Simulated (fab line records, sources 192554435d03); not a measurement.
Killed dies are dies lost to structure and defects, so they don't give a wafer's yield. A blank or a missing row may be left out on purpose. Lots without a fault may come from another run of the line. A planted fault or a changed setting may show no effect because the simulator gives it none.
Chamber matching | flow n5_finfet | N5_BEOL_M5_CO_CAP_78 on cvd_co-01: 3 sister chambers
The step material Co, precursor CCTBA/H2, target thk 2 nm, time 102.1 s. 3 wafers are shown with their chamber, then 8 later ones without.

WAFERS WITH THEIR CHAMBER
wafer  | chamber | heater_power_w (W)
L090.1 | 2       | 215
L090.6 | 1       | 195
L092.1 | 0       | 218

WAFERS WITHOUT THEIR CHAMBER
wafer  | heater_power_w (W)
L092.4 | 222
L092.6 | 199
L095.1 | 213
L095.3 | 208
L095.4 | 213
L096.2 | 193
L096.3 | 216
L096.6 | 199

WHICH CHAMBER EACH WENT THROUGH
wafer  | from the rows above          | in truth
L092.4 | can't be placed: 0 or 2      | 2
L092.6 | 1                            | 1
L095.1 | can't be placed: 2 or 0      | 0
L095.3 | can't be placed: 2 or 0 or 1 | 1
L095.4 | can't be placed: 2 or 0      | 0
L096.2 | 1                            | 1
L096.3 | can't be placed: 2 or 0      | 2
L096.6 | 1                            | 1
Placed correctly: 3 of 8. Can't be placed from these rows: 5 (the true chamber is among the candidates in 5). Placed wrongly: 0.
How it was worked out, from the rows above alone: a wafer's distance from a chamber is the root of the sum, over the readings, of the square of ((its reading less the chamber's mean) divided by the reading's scatter). The wafer belongs to the nearest chamber; if the next one is less than 2 further off, it can't be placed. A chamber's mean is the mean of its shown wafers. The scatter: with one shown wafer a chamber, the root of the mean of the squares of how far each hidden wafer lies from its nearest shown one.
